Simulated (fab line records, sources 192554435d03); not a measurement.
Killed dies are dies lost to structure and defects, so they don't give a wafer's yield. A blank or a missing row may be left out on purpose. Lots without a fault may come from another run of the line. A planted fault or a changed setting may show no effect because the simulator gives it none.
fab line records | flow n5_finfet
record lots=5 wafers=15 last_day=17
route steps=1938 shown BEOL_M11@1554
lots that met no fault: from a run of the same line without faults
start_h: hours from the record's first day to the start of the lot's first wafer shown | wait_h: hours since the lot's step before | " the same as in the row above | L1.1+2: a row that stands for several wafers | - no value, or no start given | * or withheld: withheld | < > ~ a bound
route shown NAME@n: a module of which the file shows steps, and the number in the route of the first | usual: mean/standard deviation of fault-free wafers | same: alike in all rows | chamber/n: place in a boat | sites: the reading at each site | _std_site: their standard deviation | _edge_site: outer sites' mean less inner sites' | radius_mm: how far each site lies from the wafer's centre | mask NAME#n: copy n | behind: the tool/chamber that last shaped the wafer | hold: why the lot was held/for how many hours/how that ended | device: the transistor (n, p or np) that didn't switch | end of line: the same wafers' tests at the end of the route | a step without rows: its recipe alone | killed: dies lost to structure and defects at the first sort, not the wafer's yield | map: a wafer's dies, x killed, . not, _ none there
set.NAME: the setting as run; set.NAME@STEP: as run at that earlier step | model.NAME: the simulator's own value behind a step, which no gauge read
lots at some steps of the route; a table a step, a row a wafer
services: from which hour (start_h, from the record's first day; less than 0 if before it) a tool's chamber was out of use, for how many hours, and why
## steps
# step N5_BEOL_M11_ETCH_62
# recipe chemistry=N2/H2 target=SOC target_depth_a=1100 overetch_a=220 mask_material=SiARC temp_c=40 time_s=165 ion_energy_ev=200 pressure_mtorr=30 source_w=840 bias_w=150 n2_flow_sccm=200 h2_flow_sccm=200
# usual drypump_motor_current_A=6.0/0.36 h2_flow_sccm=200.0/0.61 oes_product_au=0.67/0.081 rf_vpp_V=524/3.2 showerhead_plenum_p_Torr=2.55/0.11 throttle_valve_pct=17.9/0.35
# columns lot.wafer tool chamber start_h wait_h drypump_motor_current_A h2_flow_sccm oes_product_au rf_hours_counter_h rf_vpp_V showerhead_plenum_p_Torr throttle_valve_pct
L329.3 rie_diel-06 0 292.30 0.0 5.7 200.5 0.62 194 521 2.54 18.2
L329.5 " 0 " " 5.6 200.2 0.62 - 524 2.54 18.2
L329.6 " 1 " " 5.2 200.5 0.78 - 523 2.49 17.3
L332.3 rie_diel-05 0 337.20 0.0 6.5 200.4 0.74 43 528 2.71 18.1
L332.5 " 0 " " 6.4 201.4 0.72 - 529 2.71 18.1
L332.6 " 1 " " 6.0 200.4 0.60 - 524 2.51 17.7
L338.1 rie_diel-05 1 359.90 0.0 6.0 199.1 0.59 224 523 2.51 17.7
L338.2 " 2 " " 6.2 199.8 0.74 28 528 2.69 17.2
L338.6 " 1 " " 6.0 200.1 0.59 - 523 2.51 17.7
L339.1 rie_diel-06 3 369.93 0.0 6.2 200.6 0.60 217 524 2.51 18.4
L339.2 " 2 " " 5.6 199.5 0.64 189 517 2.33 18.1
L339.4 " 1 " " 5.2 200.3 0.73 27 522 2.48 17.3
L340.2 rie_diel-06 0 378.19 0.0 5.7 200.5 0.60 219 523 2.53 18.2
L340.4 " 2 " " 5.6 199.7 0.64 190 518 2.33 18.1
L340.6 " 0 " " 5.7 200.7 0.60 - 523 2.53 18.2
# step N5_BEOL_M11_STRIP_68
# recipe chemistry=N2/H2 temp_c=40 n2_flow_sccm=200 h2_flow_sccm=200 rf_frequency_hz=6e+07
# step N5_BEOL_M11_STRIP_67
# recipe chemistry=CF4 resist=SiARC power_w=300 bias_power_w=75 pressure_mtorr=50 cf4_flow_sccm=150 rf_frequency_hz=6e+07
# usual drypump_motor_current_A=6.0/0.35 oes_product_au=0.79/0.096 rf_vpp_V=271.2/1.8 showerhead_plenum_p_Torr=1.80/0.076 throttle_valve_pct=13.63/0.28
# columns lot.wafer tool chamber start_h wait_h drypump_motor_current_A oes_product_au rf_hours_counter_h rf_vpp_V showerhead_plenum_p_Torr throttle_valve_pct
L329.3 rie_diel-06 0 292.45 0.0 5.7 0.74 194 269.8 1.78 13.79
L329.5 " 0 " " 5.7 0.73 - 271.0 1.78 13.78
L329.6 " 1 " " 5.2 0.94 - 271.5 1.78 13.15
L332.3 rie_diel-05 0 337.35 0.0 6.4 0.85 44 274.6 1.91 13.76
L332.5 " 0 " " 6.4 0.86 - 273.9 1.91 13.75
L332.6 " 1 " " 6.0 0.70 - 270.3 1.78 13.61
L338.1 rie_diel-05 1 360.05 0.0 6.0 0.70 224 270.2 1.78 13.62
L338.2 " 2 " " 6.2 0.88 28 273.5 1.90 13.10
L338.6 " 1 " " 6.0 0.70 - 272.3 1.78 13.63
L339.1 rie_diel-06 3 370.08 0.0 6.2 0.70 217 270.8 1.77 14.09
L339.2 " 2 " " 5.6 0.75 189 267.7 1.65 13.83
L339.4 " 1 " " 5.2 0.88 27 270.5 1.78 13.18
L340.2 rie_diel-06 0 378.33 0.0 5.7 0.72 219 269.6 1.77 13.84
L340.4 " 2 " " 5.6 0.75 190 267.6 1.65 13.84
L340.6 " 0 " " 5.6 0.72 - 269.3 1.77 13.84
# step N5_BEOL_M11_HM_OPEN_17
# recipe chemistry=Cl2/BCl3 target_depth_a=200 overetch_a=60 target=TiN mask_material=SOC ion_energy_ev=150 pressure_mtorr=10 icp_w=1000 bias_w=126 Cl2_flow_sccm=53.25 bcl3_flow_sccm=21.75 Ar_flow_sccm=25
# usual drypump_motor_current_A=5.9/0.37 mfc_cl2_sccm=53.25/0.15 oes_ar_750_au=0.77/0.075 oes_product_au=0.65/0.06 throttle_valve_pct=22.35/0.17
# columns lot.wafer tool chamber start_h wait_h drypump_motor_current_A mfc_cl2_sccm oes_ar_750_au oes_product_au rf_hours_counter_h throttle_valve_pct
L329.3 rie_metal-01 0 292.52 0.1 5.4 53.12 0.71 0.61 - 22.44
L329.5 " 0 " " 5.5 53.25 0.71 0.62 - 22.43
L329.6 " 1 " " 6.2 53.44 0.77 0.66 - 22.44
L332.3 rie_metal-02 1 337.42 0.1 5.8 53.12 0.86 0.72 - 22.26
L332.5 " 1 " " 5.8 52.93 0.86 0.73 - 22.23
L332.6 " 0 " " 5.2 53.50 0.75 0.63 - 22.15
L338.1 rie_metal-02 1 360.09 0.0 5.8 53.19 0.86 0.71 20 22.26
L338.2 " 1 " " 5.8 53.29 0.85 0.72 - 22.25
L338.6 " 1 " " 5.8 53.35 0.86 0.72 - 22.26
L339.1 rie_metal-03 1 370.12 0.0 6.0 53.24 0.76 0.62 64 22.48
L339.2 " 0 " " 6.4 53.15 0.96 0.80 3 21.73
L339.4 " 1 " " 6.1 53.17 0.76 0.62 - 22.46
L340.2 rie_metal-01 0 378.37 0.0 5.5 53.17 0.70 0.59 71 22.48
L340.4 " 0 " " 5.4 53.34 0.70 0.59 - 22.46
L340.6 " 1 " " 6.2 53.12 0.75 0.63 - 22.50
# step N5_BEOL_M11_STRIP_19
# recipe chemistry=O2 power_w=400 temp_c=40 pressure_mtorr=30 rf_frequency_hz=6e+07 bias_power_w=0 overash_fraction=0.2 o2_flow_sccm=225
# usual drypump_motor_current_A=5.9/0.37 oes_product_au=0.78/0.1 rf_vpp_V=3.6/0.6 showerhead_plenum_p_Torr=2.09/0.092 throttle_valve_pct=16.73/0.28
# columns lot.wafer tool chamber start_h wait_h drypump_motor_current_A oes_product_au rf_hours_counter_h rf_vpp_V showerhead_plenum_p_Torr throttle_valve_pct
L329.3 rie_diel-01 1 292.73 0.2 6.1 0.69 246 4.1 2.06 16.97
L329.5 " 1 " " 6.1 0.69 - 3.1 2.06 16.97
L329.6 " 2 " " 5.2 0.87 - 3.2 2.05 16.60
L332.3 rie_diel-05 0 337.67 0.2 6.4 0.85 44 3.6 2.21 16.82
L332.5 " 0 " " 6.5 0.86 - 3.6 2.21 16.83
L332.6 " 1 " " 6.0 0.70 - 3.8 2.07 16.57
L338.1 rie_diel-06 2 360.30 0.2 5.7 0.74 186 3.2 1.91 16.90
L338.2 " 0 " " 5.7 0.71 213 2.7 2.06 16.82
L338.6 " 1 " " 5.2 0.89 - 4.6 2.05 16.19
L339.1 rie_diel-05 2 370.23 0.1 6.2 0.90 30 2.5 2.23 16.19
L339.2 " 0 " " 6.5 0.84 54 3.0 2.21 16.85
L339.4 " 3 " " 6.2 0.96 13 2.5 2.15 16.59
L340.2 rie_diel-01 3 378.48 0.1 5.6 1.00 2 3.3 2.16 16.60
L340.4 " 1 " " 6.1 0.92 19 2.9 2.05 16.54
L340.6 " 3 " " 5.6 0.99 - 2.7 2.16 16.59
# step N5_BEOL_M11_CD_MEAS_18
# recipe pitch_nm=140 target_cd_nm=70
# usual cd_nm=70.2/0.67
# columns lot.wafer tool chamber start_h wait_h cd_nm
L329.3 cd_sem-03 - 292.80 0.1 70.0
L329.5 " - " " 69.5
L329.6 " - " " 68.7
L332.3 cd_sem-01 - 337.74 0.1 69.8
L332.5 " - " " 70.4
L332.6 " - " " 69.9
L338.1 cd_sem-01 - 360.37 0.0 70.3
L338.2 " - " " 70.9
L338.6 " - " " 70.4
L339.1 cd_sem-03 - 370.30 0.0 69.1
L339.2 " - " " 69.7
L339.4 " - " " 69.4
L340.2 cd_sem-02 - 378.56 0.1 70.8
L340.4 " - " " 70.0
L340.6 " - " " 71.3
# step N5_BEOL_M11_COAT_63
# recipe resist=SOC temp_c=250 time_s=60 spin_rpm=1500 resist_thk_nm=100
# step N5_BEOL_M11_COAT_64
# recipe resist=SiARC temp_c=220 time_s=60 spin_rpm=1500 resist_thk_nm=30
# step N5_BEOL_M11_COAT_22
# recipe resist=CAR-ArF spin_rpm=1500 resist_thk_nm=90
# step N5_BEOL_M11_EBR_24
# recipe solvent=PGMEA ebr_width_mm=1.5
# step N5_BEOL_M11_SOFTBAKE_23
# recipe temp_c=110 time_s=60 resist=CAR-ArF
# step N5_BEOL_M11_EXPOSE_25
# recipe mask_id=V10 na=1.35 source_shape=annular sigma_inner=0.5 sigma_outer=0.8 polarization=unpolarized dose_mj=85.5
# step N5_BEOL_M11_PEB_26
# recipe peb_temp_c=withheld peb_time_s=60 resist=CAR-ArF
# columns lot.wafer tool chamber start_h wait_h
L329.3+5+6 litho_track-04 0 293.14 0.0
L332.3+5+6 litho_track-03 0 339.75 0.0
L338.1+2+6 litho_track-03 0 362.76 0.1
L339.1+2+4 litho_track-05 0 370.69 0.1
L340.2+4+6 litho_track-05 0 380.28 0.1
# step N5_BEOL_M11_DEVELOP_27
# recipe develop_time_s=30 developer=TMAH resist=CAR-ArF rinse_liquid=diw dry=air_spin dev_temp_c=23
# step N5_BEOL_M11_CD_MEAS_28
# recipe target_cd_nm=70 landing_energy_ev=500 detector=se_inlens polarity=opening
# usual cd_nm=70.3/0.91
# columns lot.wafer tool chamber start_h wait_h cd_nm
L329.3 cd_sem-01 0 293.21 - 70.3
L329.5 " 0 " " 71.2
L329.6 " 0 " " 70.4
L332.3 cd_sem-03 0 339.82 - 69.5
L332.5 " 0 " " 70.2
L332.6 " 0 " " 71.2
L338.1 cd_sem-03 0 362.83 - 74.1
L338.2 " 0 " " 70.4
L338.6 " 0 " " 70.5
L339.1 cd_sem-02 0 370.76 - 70.2
L339.2 " 0 " " 70.2
L339.4 " 0 " " 67.6
L340.2 cd_sem-01 0 380.35 - 69.7
L340.4 " 0 " " 69.5
L340.6 " 0 " " 67.7
# step N5_BEOL_M11_OVL_MEAS_29
# recipe points_per_wafer=44
# usual V10_OVL=0.2/0.72
# columns lot.wafer tool chamber start_h wait_h V10_OVL[nm]
L329.3 overlay-01 0 293.24 0.0 0.2
L329.5 " 0 " " 0.0
L329.6 " 0 " " -0.5
L332.3 overlay-02 0 339.85 0.0 0.9
L332.5 " 0 " " 0.4
L332.6 " 0 " " 0.1
L338.1 overlay-01 0 362.86 0.0 0.1
L338.2 " 0 " " -0.5
L338.6 " 0 " " -0.9
L339.1 overlay-01 0 370.79 0.0 -0.4
L339.2 " 0 " " -0.2
L339.4 " 0 " " -1.0
L340.2 overlay-02 0 380.38 0.0 0.3
L340.4 " 0 " " 0.6
L340.6 " 0 " " 0.7
## services
# columns tool chamber start_h hours kind
litho_track-03 - 277.37 - consumable_replace:filter
litho_track-04 - 281.80 - consumable_replace:filter
rie_diel-05 3 298.74 - clean
rie_diel-05 3 298.74 - consumable_replace:focus_ring
rie_diel-05 3 298.74 22.1 scheduled_down
rie_diel-05 3 298.74 22.1 vent_cycle
rie_diel-01 1 303.50 - clean
rie_diel-01 1 303.50 - consumable_replace:focus_ring
rie_diel-01 1 303.50 23.9 scheduled_down
rie_diel-01 1 303.50 23.9 vent_cycle
rie_diel-01 0 327.72 - clean
rie_diel-01 0 327.72 - consumable_replace:focus_ring
rie_diel-01 0 327.72 - consumable_replace:showerhead
rie_diel-01 0 327.72 23.3 scheduled_down
rie_diel-01 0 327.72 23.3 vent_cycle
rie_metal-03 0 328.34 - clean
rie_metal-03 0 328.34 15.6 scheduled_down
rie_metal-03 0 328.34 15.6 vent_cycle
rie_diel-01 3 354.42 - clean
rie_diel-01 3 354.42 - consumable_replace:focus_ring
rie_diel-01 3 354.42 17.7 scheduled_down
rie_diel-01 3 354.42 17.7 vent_cycle
rie_diel-05 - 370.65 0.8 repair
rie_diel-06 2 372.79 4.4 repair
## key
first_sign step=N5_BEOL_M11_CD_MEAS_28 reading=cd_nm direction=up sigmas=4.3 usual=70.3 struck=74.1
effect none on later readings
met_at N5_BEOL_M11_PEB_26
struck_wafers L338.1
onset_between 339.75 362.76
fault kind=process_parameter_drift tool=litho_track-03 chamber=- onset_h=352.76 steps=N5_BEOL_M11_PEB_26 channel=peb_time_s offset=* shape=step end_h=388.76 scope=struck_wafers_only acts_in=* stated=*
